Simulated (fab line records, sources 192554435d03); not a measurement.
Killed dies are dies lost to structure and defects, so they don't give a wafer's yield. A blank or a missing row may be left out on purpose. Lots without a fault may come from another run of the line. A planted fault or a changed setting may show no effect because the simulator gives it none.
Split-lot experiment | flow n5_finfet | 7 lots, 21 wafers read, on a route of 1938 steps

THE SPLIT
At N5_BEOL_M11_COAT_22 (resist thk 90 nm), the setting spin_rpm was moved away from the recipe's 1500 rpm on 6 of the 21 wafers read, by -4.2% to +8.8%. The other wafers ran this setting at the recipe's value.

FROM THE SPLIT TO THE READING: what the file shows between them, 6 steps
- N5_BEOL_M11_EBR_24
- N5_BEOL_M11_SOFTBAKE_23: time 60 s
- N5_BEOL_M11_EXPOSE_25: exposes mask V10
- N5_BEOL_M11_PEB_26: peb time 60 s
- N5_BEOL_M11_DEVELOP_27: develop time 30 s
- N5_BEOL_M11_DESCUM_33: chemistry O2, time 7.9 s

THE READING
CAR-ArF_of_BEOL_M11_COAT_22.thk_nm (the simulator's own value, which no gauge read), in nm, at N5_BEOL_M11_ETCH_65 (etches SiARC in CF4, target depth 39 nm, time 65 s). The file gives no usual value for it. The 15 wafers here that ran the recipe average 55.6 nm, standard deviation 0.18 nm.

wafer  | tool, chamber at the split | spin_rpm as run, rpm | against the recipe | CAR-ArF_of_BEOL_M11_COAT_22.thk_nm, nm | against lot-mates on the recipe
L076.1 | litho_track-02, 0          | 1621                 | +8.1%              | 52.4                                   | -3.2
L076.3 | litho_track-02, 0          | 1500                 | recipe             | 55.6                                   | -
L076.5 | litho_track-02, 0          | 1621                 | +8.1%              | 52                                     | -3.6
L086.1 | litho_track-02, 0          | 1500                 | recipe             | 55.6                                   | -
L086.2 | litho_track-02, 0          | 1500                 | recipe             | 55.6                                   | -
L086.3 | litho_track-02, 0          | 1437                 | -4.2%              | 57.2                                   | +1.6
L085.3 | litho_track-03, 0          | 1545                 | +3.0%              | 54                                     | -1.6
L085.4 | litho_track-03, 0          | 1545                 | +3.0%              | 54                                     | -1.6
L085.6 | litho_track-03, 0          | 1500                 | recipe             | 55.6                                   | -
L090.3 | litho_track-02, 0          | 1500                 | recipe             | 55.6                                   | -
L090.5 | litho_track-02, 0          | 1500                 | recipe             | 55.6                                   | -
L090.4 | litho_track-02, 0          | 1632                 | +8.8%              | 52                                     | -3.6
L092.2 | litho_track-04, 0          | 1500                 | recipe             | 55.4                                   | -
L092.3 | litho_track-04, 0          | 1500                 | recipe             | 55.2                                   | -
L092.6 | litho_track-04, 0          | 1500                 | recipe             | 55.6                                   | -
L095.4 | litho_track-02, 0          | 1500                 | recipe             | 56                                     | -
L095.5 | litho_track-02, 0          | 1500                 | recipe             | 55.8                                   | -
L095.6 | litho_track-02, 0          | 1500                 | recipe             | 55.8                                   | -
L097.1 | litho_track-02, 0          | 1500                 | recipe             | 55.8                                   | -
L097.5 | litho_track-02, 0          | 1500                 | recipe             | 55.8                                   | -
L097.4 | litho_track-02, 0          | 1500                 | recipe             | 55.6                                   | -

THE FIT
A straight line over all 21 wafers: CAR-ArF_of_BEOL_M11_COAT_22.thk_nm changes by -0.422 nm for each +1% of spin_rpm; r = -0.99; the points scatter about the line by 0.21 nm.
The same after taking each lot's own level away (the mean of its wafers on the recipe; 21 wafers): -0.419 nm for each +1%; r = -0.99; scatter 0.15 nm.
On that fit, the largest move of spin_rpm shifts the reading by 3.7 nm.
The lots' own levels span 55.40 to 55.87 nm, that is 2.6 times the standard deviation above.
So the lot-to-lot level changes the slope little: the two slopes agree.
Check: with one of the wafers moved furthest among these (+8.8%) left out of the fit, the line predicts -3.78 nm for it against its lot-mates. It came out at -3.6 nm against them.

THE WHOLE CHAIN: every reading that the file lists as answering this split, in the file's order
step                   | what it does                                       | reading                                                                             | change (the file's fit)               | r (the file's)
N5_BEOL_M11_COAT_22    | resist thk 90 nm                                   | CAR-ArF_of_BEOL_M11_COAT_22.thk_nm (the simulator's own value, which no gauge read) | -0.413 nm for each +1% of the setting | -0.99
N5_BEOL_M11_DEVELOP_27 | develop time 30 s                                  | CAR-ArF_of_BEOL_M11_COAT_22.thk_nm (the simulator's own value, which no gauge read) | -0.427 nm for each +1% of the setting | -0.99
N5_BEOL_M11_ETCH_65    | etches SiARC in CF4, target depth 39 nm, time 65 s | CAR-ArF_of_BEOL_M11_COAT_22.thk_nm (the simulator's own value, which no gauge read) | -0.418 nm for each +1% of the setting | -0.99

THE FILE'S OWN FIT
CAR-ArF_of_BEOL_M11_COAT_22.thk_nm changes by -0.418 nm for each +1% of spin_rpm, r = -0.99.
